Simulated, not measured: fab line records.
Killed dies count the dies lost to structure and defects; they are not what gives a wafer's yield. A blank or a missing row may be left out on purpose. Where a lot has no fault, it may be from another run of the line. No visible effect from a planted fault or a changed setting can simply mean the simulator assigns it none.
Matching of chambers || flow n5 finfet || N5_BEOL_M6_CURE_75 on uv cure-01 has 3 sister chambers
The step cures SiCOH lowk, time 120 s. 18 wafers are shown with their chamber, then 9 later ones without.

== WAFERS WITH THEIR CHAMBER ==
{"wafer": "L074.1", "chamber": 0, "wafer_temp_C_max": 371.1, "lamp power pct (%)": 52.32}
{"wafer": "L074.3", "chamber": 0, "wafer_temp_C_max": 371.5, "lamp power pct (%)": 52.22}
{"wafer": "L074.5", "chamber": 0, "wafer_temp_C_max": 370.9, "lamp power pct (%)": 52.37}
{"wafer": "L078.1", "chamber": 1, "wafer_temp_C_max": 370.8, "lamp power pct (%)": 52.36}
{"wafer": "L078.2", "chamber": 1, "wafer_temp_C_max": 370.5, "lamp power pct (%)": 52.37}
{"wafer": "L078.3", "chamber": 1, "wafer_temp_C_max": 370.7, "lamp power pct (%)": 52.27}
{"wafer": "L076.1", "chamber": 1, "wafer_temp_C_max": 370.7, "lamp power pct (%)": 52.26}
{"wafer": "L076.4", "chamber": 1, "wafer_temp_C_max": 370.6, "lamp power pct (%)": 52.29}
{"wafer": "L076.5", "chamber": 1, "wafer_temp_C_max": 370.7, "lamp power pct (%)": 52.26}
{"wafer": "L080.1", "chamber": 1, "wafer_temp_C_max": 371.5, "lamp power pct (%)": 52.31}
{"wafer": "L080.2", "chamber": 1, "wafer_temp_C_max": 370.9, "lamp power pct (%)": 52.21}
{"wafer": "L080.6", "chamber": 1, "wafer_temp_C_max": 371.6, "lamp power pct (%)": 52.33}
{"wafer": "L082.3", "chamber": 0, "wafer_temp_C_max": 371.5, "lamp power pct (%)": 52.30}
{"wafer": "L082.4", "chamber": 0, "wafer_temp_C_max": 371.7, "lamp power pct (%)": 52.29}
{"wafer": "L082.5", "chamber": 0, "wafer_temp_C_max": 371.3, "lamp power pct (%)": 52.20}
{"wafer": "L085.2", "chamber": 2, "wafer_temp_C_max": 371.6, "lamp power pct (%)": 52.39}
{"wafer": "L085.4", "chamber": 2, "wafer_temp_C_max": 371.9, "lamp power pct (%)": 52.26}
{"wafer": "L085.5", "chamber": 2, "wafer_temp_C_max": 371.2, "lamp power pct (%)": 52.30}

SIGNATURES (averages over the wafers above)
{"reading": "wafer_temp_C_max", "chamber 0": 371.333, "chamber 1": 370.889, "chamber 2": 371.567, "scatter within a chamber": 0.357}
{"reading": "lamp power pct", "chamber 0": 52.2833, "chamber 1": 52.2956, "chamber 2": 52.3167, "scatter within a chamber": 0.0581}
Rule: distance of a wafer from a chamber = root of the sum over the readings of ((wafer's reading minus chamber's mean) / reading's scatter) squared. If the next closest chamber is less than 2 further off than the closest, the wafer can't be placed; otherwise it belongs to the closest. The scatter: take each reading less its chamber's mean, square it, sum over the shown wafers, divide by the number of wafers less the number of chambers, and take the root.

== WAFERS MISSING THEIR CHAMBER ==
{"wafer": "L089.1", "wafer_temp_C_max": 371.0, "lamp power pct (%)": 52.27}
{"wafer": "L089.3", "wafer_temp_C_max": 371.0, "lamp power pct (%)": 52.29}
{"wafer": "L089.4", "wafer_temp_C_max": 370.9, "lamp power pct (%)": 52.35}
{"wafer": "L091.1", "wafer_temp_C_max": 370.6, "lamp power pct (%)": 52.32}
{"wafer": "L091.2", "wafer_temp_C_max": 370.7, "lamp power pct (%)": 52.21}
{"wafer": "L091.5", "wafer_temp_C_max": 370.7, "lamp power pct (%)": 52.41}
{"wafer": "L093.1", "wafer_temp_C_max": 372.1, "lamp power pct (%)": 52.24}
{"wafer": "L093.2", "wafer_temp_C_max": 371.8, "lamp power pct (%)": 52.38}
{"wafer": "L093.5", "wafer_temp_C_max": 371.6, "lamp power pct (%)": 52.29}

== EACH ONE'S CHAMBER ==
{"wafer": "L089.1", "from the rows above": "can't be placed: 1 or 0 or 2", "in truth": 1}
{"wafer": "L089.3", "from the rows above": "can't be placed: 1 or 0 or 2", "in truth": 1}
{"wafer": "L089.4", "from the rows above": "can't be placed: 1 or 0 or 2", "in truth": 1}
{"wafer": "L091.1", "from the rows above": "can't be placed: 1 or 0 or 2", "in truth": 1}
{"wafer": "L091.2", "from the rows above": "can't be placed: 1 or 0 or 2", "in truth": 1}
{"wafer": "L091.5", "from the rows above": "can't be placed: 1 or 0 or 2", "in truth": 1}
{"wafer": "L093.1", "from the rows above": "can't be placed: 2 or 0 or 1", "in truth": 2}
{"wafer": "L093.2", "from the rows above": "can't be placed: 2 or 0 or 1", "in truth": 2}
{"wafer": "L093.5", "from the rows above": "can't be placed: 2 or 0 or 1", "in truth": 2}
Correctly placed: 0 of 9. Cannot be placed on the basis of these rows: 9; the candidates contain the true chamber in 9. Placed wrongly: 0.
